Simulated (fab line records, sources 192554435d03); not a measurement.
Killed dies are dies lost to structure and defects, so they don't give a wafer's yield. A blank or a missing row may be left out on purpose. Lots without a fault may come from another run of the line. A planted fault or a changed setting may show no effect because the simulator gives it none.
Chamber matching | flow n5_finfet | N5_BEOL_M11_DESCUM_33 on rie_diel-02: 4 sister chambers
The step chemistry O2, time 7.9 s. 4 wafers are shown with their chamber, then 8 later ones without.

WAFERS WITH THEIR CHAMBER
wafer  | chamber | showerhead_plenum_p_Torr (Torr)
L080.6 | 2       | 2.09
L079.1 | 1       | 2.03
L085.5 | 0       | 2.13
L088.2 | 3       | 1.99

WAFERS WITHOUT THEIR CHAMBER
wafer  | showerhead_plenum_p_Torr (Torr)
L088.4 | 1.99
L088.5 | 2.08
L091.3 | 2.25
L091.5 | 2.13
L091.6 | 2.02
L092.2 | 2.02
L092.3 | 2.25
L092.6 | 2.08

WHICH CHAMBER EACH WENT THROUGH
wafer  | from the rows above               | in truth
L088.4 | can't be placed: 3 or 1 or 2      | 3
L088.5 | can't be placed: 2 or 0 or 1 or 3 | 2
L091.3 | can't be placed: 0 or 2 or 1      | 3
L091.5 | can't be placed: 0 or 2 or 1      | 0
L091.6 | can't be placed: 1 or 3 or 2 or 0 | 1
L092.2 | can't be placed: 1 or 3 or 2 or 0 | 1
L092.3 | can't be placed: 0 or 2 or 1      | 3
L092.6 | can't be placed: 2 or 0 or 1 or 3 | 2
Placed correctly: 0 of 8. Can't be placed from these rows: 8 (the true chamber is among the candidates in 6). Placed wrongly: 0.
How it was worked out, from the rows above alone: a wafer's distance from a chamber is the root of the sum, over the readings, of the square of ((its reading less the chamber's mean) divided by the reading's scatter). The wafer belongs to the nearest chamber; if the next one is less than 2 further off, it can't be placed. A chamber's mean is the mean of its shown wafers. The scatter: with one shown wafer a chamber, the root of the mean of the squares of how far each hidden wafer lies from its nearest shown one.
